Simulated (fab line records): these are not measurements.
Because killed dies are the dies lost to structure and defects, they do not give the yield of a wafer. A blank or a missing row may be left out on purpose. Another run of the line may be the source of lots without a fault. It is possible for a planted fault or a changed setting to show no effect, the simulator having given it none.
Chamber matching    flow nand_harc    cmp-04 running NHARC_P_BONDPAD_CMP_19: 4 sister chambers
The step polishes, t overpolish 30 s, cu recess touch 16 s, target thk 160.81 nm. 22 wafers are shown with their chamber, then 11 later ones without.

## WAFERS WITH THEIR CHAMBER
wafer   chamber  motor_current_A (A)  overpolish_run_s (s)  slurry_flow_ml_min
L075.4  3        10.8                 29.995                149.5
L075.5  0        11.0                 29.983                149.9
L075.6  3        10.5                 30.004                149.9
L077.3  3        10.6                 29.996                149.8
L077.5  0        11.2                 29.979                150.1
L077.6  3        9.8                  29.996                150.3
L078.3  0        10.9                 30.017                150.0
L078.5  0        10.9                 30.003                149.4
L078.6  1        12.1                 30.006                149.7
L079.1  0        10.2                 30.003                150.3
L079.2  3        10.1                 29.989                149.7
L079.5  3        9.9                  30.002                150.2
L080.1  0        11.1                 30.003                151.1
L080.2  3        9.8                  30.010                150.4
L080.3  2        12.5                 29.998                150.3
L082.3  1        12.4                 30.001                150.5
L082.4  0        10.2                 29.997                150.6
L082.5  0        11.2                 29.995                150.3
L081.1  3        9.9                  29.980                149.4
L081.4  0        11.3                 29.990                149.5
L081.5  1        12.2                 30.016                149.6
L084.1  3        10.2                 29.998                149.7

SIGNATURES, as means of the wafers listed above
reading             chamber 0  chamber 1  chamber 2  chamber 3  scatter within a chamber
motor_current_A     10.889     12.233     12.500     10.178     0.375
overpolish_run_s    29.99667   30.00767   29.99800   29.99667   0.01
slurry_flow_ml_min  150.133    149.933    150.300    149.878    0.454
Rule: a wafer's distance from a chamber is the root of the sum, over the readings, of the square of ((its reading less the chamber's mean) divided by the reading's scatter). The wafer belongs to the nearest chamber; if the next one is less than 2 further off, it can't be placed. How the scatter is found: for the shown wafers, subtract from each reading the mean of its chamber, square and add these, divide the total by (wafers less chambers), then take the root.

## WAFERS WITH NO CHAMBER GIVEN
wafer   motor_current_A (A)  overpolish_run_s (s)  slurry_flow_ml_min
L084.2  11.8                 29.993                150.8
L084.6  10.8                 29.977                149.6
L092.3  12.1                 30.000                149.8
L092.5  12.4                 30.002                149.9
L092.6  12.0                 30.009                150.0
L094.2  9.8                  29.996                149.5
L094.3  11.9                 30.015                149.6
L094.5  11.0                 30.010                150.3
L096.3  11.7                 29.984                150.3
L096.5  12.7                 30.005                149.7
L096.6  12.1                 29.987                150.6

## WHICH CHAMBER EACH ONE RAN IN
wafer   from the rows above                in truth
L084.2  can't be placed: 2 or 1 or 0       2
L084.6  can't be placed: 0 or 3            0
L092.3  can't be placed: 1 or 2            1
L092.5  can't be placed: 1 or 2            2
L092.6  can't be placed: 1 or 2            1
L094.2  can't be placed: 3 or 0            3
L094.3  can't be placed: 1 or 2            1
L094.5  can't be placed: 0 or 3 or 1       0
L096.3  can't be placed: 0 or 2 or 1 or 3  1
L096.5  can't be placed: 1 or 2            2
L096.6  can't be placed: 2 or 1 or 0       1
Placed correctly: 0 of 11. These rows do not allow placing 11 (true chamber among the candidates in 11). Placed wrongly: 0.
